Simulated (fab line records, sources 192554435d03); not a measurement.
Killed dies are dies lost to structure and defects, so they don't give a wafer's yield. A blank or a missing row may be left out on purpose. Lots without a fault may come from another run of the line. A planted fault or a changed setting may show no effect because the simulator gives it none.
Split-lot experiment | flow n5_finfet | 7 lots, 21 wafers read, on a route of 1938 steps

THE SPLIT
At N5_FIN_CUT_ETCH_21 (etches SOC in N2/H2, target depth 219 nm, overetch 43.8 nm, time 523.5 s), the setting bias_w was moved away from the recipe's 61 W on 11 of the 21 wafers read, by -11.5% to +14.3%. The other wafers ran this setting at the recipe's value.

The reading is taken at the split's own step.

THE READING
rf_vpp_V, in V, at N5_FIN_CUT_ETCH_21 (etches SOC in N2/H2, target depth 219 nm, overetch 43.8 nm, time 523.5 s). Fault-free wafers of this fab line usually give 240.2 V, standard deviation 1.1 V.

wafer  | tool, chamber at the split | bias_w as run, W | against the recipe | rf_vpp_V, V | against lot-mates on the recipe
L074.1 | rie_diel-01, 2             | 66.73            | +9.4%              | 255.1       | +14.0
L074.5 | rie_diel-01, 3             | 61               | recipe             | 241.1       | -
L074.6 | rie_diel-01, 0             | 66.73            | +9.4%              | 254.7       | +13.6
L076.1 | rie_diel-06, 0             | 61               | recipe             | 240.6       | -
L076.5 | rie_diel-06, 1             | 61               | recipe             | 238.9       | -
L076.6 | rie_diel-06, 2             | 61               | recipe             | 240.6       | -
L084.1 | rie_diel-03, 3             | 61               | recipe             | 239.7       | -
L084.3 | rie_diel-03, 2             | 61               | recipe             | 241.1       | -
L084.6 | rie_diel-03, 1             | 61               | recipe             | 241.1       | -
L085.1 | rie_diel-06, 2             | 69.54            | +14.0%             | 261.5       | +20.8
L085.5 | rie_diel-06, 1             | 69.54            | +14.0%             | 260.2       | +19.5
L085.6 | rie_diel-06, 2             | 61               | recipe             | 240.7       | -
L087.1 | rie_diel-03, 0             | 63.8             | +4.6%              | 248.8       | +9.7
L087.2 | rie_diel-03, 2             | 63.8             | +4.6%              | 248.9       | +9.8
L087.3 | rie_diel-03, 3             | 61               | recipe             | 239.1       | -
L089.4 | rie_diel-06, 3             | 69.72            | +14.3%             | 260.5       | no lot-mate on the recipe
L089.5 | rie_diel-06, 3             | 69.72            | +14.3%             | 261.6       | no lot-mate on the recipe
L089.6 | rie_diel-06, 0             | 69.72            | +14.3%             | 262.1       | no lot-mate on the recipe
L094.2 | rie_diel-06, 2             | 54.01            | -11.5%             | 222.0       | -18.4
L094.5 | rie_diel-06, 0             | 61               | recipe             | 240.4       | -
L094.6 | rie_diel-06, 3             | 54.01            | -11.5%             | 220.6       | -19.8

THE FIT
A straight line over all 21 wafers: rf_vpp_V changes by +1.53 V for each +1% of bias_w; r = +1.00; the points scatter about the line by 1.1 V.
The same after taking each lot's own level away (the mean of its wafers on the recipe; 18 wafers): +1.55 V for each +1%; r = +0.99; scatter 1.3 V.
On that fit, the largest move of bias_w shifts the reading by 22 V.
The lots' own levels span 239.10 to 241.10 V, that is 1.8 times the standard deviation above.
So the lot-to-lot level changes the slope little: the two slopes agree.
Check: with one of the wafers moved furthest among these (+14.0%) left out of the fit, the line predicts +21.9 V for it against its lot-mates. It came out at +20.8 V against them.
Tool readings at the split's step, against how far the setting was moved: rf_vpp_V r = +1.00.

OTHER SPLITS ON THESE WAFERS
These wafers also went through other splits before the reading. Each is held against what the fit with the lots' levels taken away leaves over:
other split on the same wafers            | wafers away from the commonest value | r with rf_vpp_V (lot level and that fit taken away)
N5_ZERO_LAYER_PECVD_02 time_s             | 6                                    | -0.12
N5_PMOS_HMC_CHANNEL_EPI_EXPOSE_06 dose_mj | 7                                    | +0.00
N5_PMOS_HMC_CHANNEL_EPI_PEB_07 peb_time_s | 5                                    | +0.12
N5_FIN_SAQP_HM_DEP_72 time_s              | 5                                    | -0.62
N5_FIN_SAQP_EXPOSE_13 dose_mj             | 7                                    | -0.44

THE FILE'S OWN FIT
rf_vpp_V changes by +1.55 V for each +1% of bias_w, r = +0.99.
